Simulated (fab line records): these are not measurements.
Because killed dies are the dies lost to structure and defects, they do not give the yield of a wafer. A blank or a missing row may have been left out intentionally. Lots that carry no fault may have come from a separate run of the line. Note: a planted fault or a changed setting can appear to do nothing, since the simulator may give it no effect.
Lot-split experiment -- flow n5 finfet -- route with 1938 steps; 7 lots, 21 wafers read

## ABOUT THE SPLIT
At N5_WELL_APT_COAT_02 (resist thk 950 nm), the setting spin rpm was moved away from the recipe's 1357 rpm on 8 of the 21 wafers read, by -7.7% to +7.9%. For the rest of the wafers, this setting stayed at what the recipe calls for.

No step appears in the file between the split and the reading.

## THE READING
coat_of_WELL_APT_COAT_02.thk nm (the simulator's own value, which no gauge read), in nm, at N5_WELL_APT_DEVELOP_07 (develop time 45 s). The file gives no usual value for it. The 13 wafers here that ran the recipe average 934.7 nm, standard deviation 4.7 nm.

wafer,"tool, chamber at the split","spin rpm as run, rpm",against the recipe,"coat_of_WELL_APT_COAT_02.thk nm, nm",against lot-mates on the recipe
L074.3,"litho track-03, 0",1357,recipe,935.4,-
L074.4,"litho track-03, 0",1357,recipe,932,-
L074.6,"litho track-03, 0",1357,recipe,934,-
L075.2,"litho track-02, 0",1357,recipe,942,-
L075.3,"litho track-02, 0",1357,recipe,943.5,-
L075.5,"litho track-02, 0",1357,recipe,941.7,-
L086.2,"litho track-05, 0",1252,-7.7%,971.1,+39.5
L086.5,"litho track-05, 0",1252,-7.7%,971.3,+39.7
L086.6,"litho track-05, 0",1357,recipe,931.6,-
L088.1,"litho track-03, 0",1357,recipe,932.1,-
L088.3,"litho track-03, 0",1269,-6.5%,963.8,+31.7
L088.5,"litho track-03, 0",1269,-6.5%,966.9,+34.8
L089.1,"litho track-02, 0",1464,+7.9%,895.4,-31.7
L089.3,"litho track-02, 0",1357,recipe,927.1,-
L089.4,"litho track-02, 0",1464,+7.9%,896.8,-30.3
L092.1,"litho track-05, 0",1357,recipe,930.5,-
L092.4,"litho track-05, 0",1357,recipe,933.7,-
L092.6,"litho track-05, 0",1357,recipe,933.4,-
L097.1,"litho track-03, 0",1425,+5.0%,910.4,-24.3
L097.3,"litho track-03, 0",1357,recipe,934.7,-
L097.4,"litho track-03, 0",1425,+5.0%,913.1,-21.6

THE FIT
A straight line over all 21 wafers: coat_of_WELL_APT_COAT_02.thk nm changes by -4.76 nm for each +1% of spin rpm; r = -0.98; the points scatter about the line by 3.9 nm.
The same after taking each lot's own level away (the mean of its wafers on the recipe; 21 wafers): -4.65 nm for each +1%; r = -0.99; scatter 2.3 nm.
On that fit, the largest move of spin rpm shifts the reading by 37 nm.
The span of the lots' own levels, 927.10 to 942.40 nm, comes to 3.3 times the standard deviation stated above.
The two slopes agree, so the slope changes little with the lot-to-lot level.
Check: for one of the wafers moved furthest among these (+7.9%), held out of the fit, the line's prediction against its lot-mates is -36.5 nm. Against them it came out at -31.7 nm.

## THE WHOLE CHAIN: every reading that the file lists as answering this split, in the file's order
step,what it does,reading,change (the file's fit),r (the file's)
N5_WELL_APT_COAT_02,resist thk 950 nm,"coat_of_WELL_APT_COAT_02.thk nm (the simulator's own value, which no gauge read)",-4.64 nm for each +1% of the setting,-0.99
N5_WELL_APT_DEVELOP_07,develop time 45 s,"coat_of_WELL_APT_COAT_02.thk nm (the simulator's own value, which no gauge read)",-4.66 nm for each +1% of the setting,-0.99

## FILE'S OWN FIT
coat_of_WELL_APT_COAT_02.thk nm changes by -4.66 nm for each +1% of spin rpm, r = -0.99.
